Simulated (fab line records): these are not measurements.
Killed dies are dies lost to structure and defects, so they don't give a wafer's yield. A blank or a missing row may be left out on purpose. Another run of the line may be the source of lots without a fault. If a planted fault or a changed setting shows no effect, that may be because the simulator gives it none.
One fault through the eyes of 3 desks -- flow n5Finfet -- what lay behind the numbers comes last; until then each desk has only its own

## THE METROLOGY DESK
Means of the sampled wafers that have a number, per lot and without regard to the tool the lot ran on: this is what the gauges read. Marked OUT: a lot whose mean sits more than 4 standard deviations from the usual mean, which makes it out of limits; the brackets give that distance. Readings shown: 7 out of 15 (the first out of limits, and those lying furthest out on some lot).
Columns: A = ION_N at N5_BEOL_M4_RC_MEAS_101, usual 671 uA/um; B = ION_P at N5_BEOL_M4_RC_MEAS_101, usual 460 uA/um; C = REXT_N at N5_BEOL_M4_RC_MEAS_101, usual 74.9 ohm.um; D = REXT_P at N5_BEOL_M4_RC_MEAS_101, usual 100.9 ohm.um; E = SS_N at N5_BEOL_M4_RC_MEAS_101, usual 71.4 mV/dec; F = VT_N at N5_BEOL_M4_RC_MEAS_101, usual 251 mV; G = VT_P_LVT at N5_BEOL_M4_RC_MEAS_101, usual -100 mV
lot,first seen here,A,B,C,D,E,F,G
L818,day 8 12:00,672,457,75.4,106.8,71.7,255,-104
L820,day 9 00:58,667,457,76.7,99.5,71.0,253,-101
L822,day 9 04:26,664,452,73.1,96.4,71.6,251,-102
L830,day 11 14:14,648,442,76.0,112.8 (+4.6) OUT,71.3,256,-103
L831,day 11 17:20,661,453,81.9,104.5,71.6,253,-103
L833,day 12 09:48,661,455,76.5,102.5,72.3,252,-106
L834,day 12 13:02,669,458,77.6,102.2,71.0,253,-104
L836,day 12 19:22,662,457,74.0,97.4,71.5,253,-99
L838,day 13 12:37,687,470,75.8,99.5,71.7,247,-95
Finding of this desk: L830 out of limits, first seen on L830 at day 11 14:14 (REXT_P at N5_BEOL_M4_RC_MEAS_101). Within limits: L818, L820, L822, L831, L833, L834, L836, L838.

## FOR THE TOOL OWNER'S DESK: aldSin-04
The tool's own readings at N5_SPACER0_ALD_00 (deposits SiOCN, target thk 3.5 nm, pulse time 3 s, purge time 2 s): means of the sampled wafers that have a number, for each lot that ran on this tool. Marked OUT: a lot whose mean sits more than 4 standard deviations from the usual mean, which makes it out of limits; the brackets give that distance.
Columns: A = heaterPowerW at N5_SPACER0_ALD_00, usual 825 W; B = precursorPulseHeightRel at N5_SPACER0_ALD_00, usual 0.999
lot,first seen here,A,B
L818,day 3 21:07,879,1.001
L820,day 4 05:17,885,0.991
L822,day 4 12:05,859,0.993
L830,day 6 15:29,783,0.998
L831,day 6 17:34,866,0.996
This desk found nothing out of limits on any of the 5 lots.

## THE DEFECT DESK
Inspection counts along the route, by lot: the mean over sampled wafers that carry a number. Marked OUT: a lot whose mean sits more than 4 standard deviations from the usual mean, which makes it out of limits; the brackets give that distance.
Columns: A = rawDefectCount at N5_DUMMY_GATE_INSPECT_17, usual 199
lot,first seen here,A
L818,day 3 19:08,153
L820,day 4 03:43,196
L822,day 4 10:34,185
L830,day 6 13:23,232
L831,day 6 16:05,179
L833,day 7 06:11,227
L834,day 7 15:46,183
L836,day 7 23:29,116
L838,day 8 13:59,188
This desk found nothing out of limits on any of the 9 lots.

## ALL TOGETHER
At day 11 14:14 the metrology desk could have sounded an alarm, on L830.
The tool owner's desk saw nothing out of limits.
The defect desk saw nothing out of limits.
On record at the tool owner's desk: L830, within its limits.
The defect desk has L830 on record, within its limits.
Of the lots named, all ran N5_SPACER0_ALD_00 on aldSin-04.

## WHAT THE SIMULATOR HAD INSERTED
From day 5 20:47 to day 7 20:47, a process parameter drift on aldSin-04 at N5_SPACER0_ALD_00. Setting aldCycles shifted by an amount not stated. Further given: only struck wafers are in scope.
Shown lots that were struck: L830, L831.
Hours from the fault's start to each desk's first reading out of limits: the metrology desk, 137.
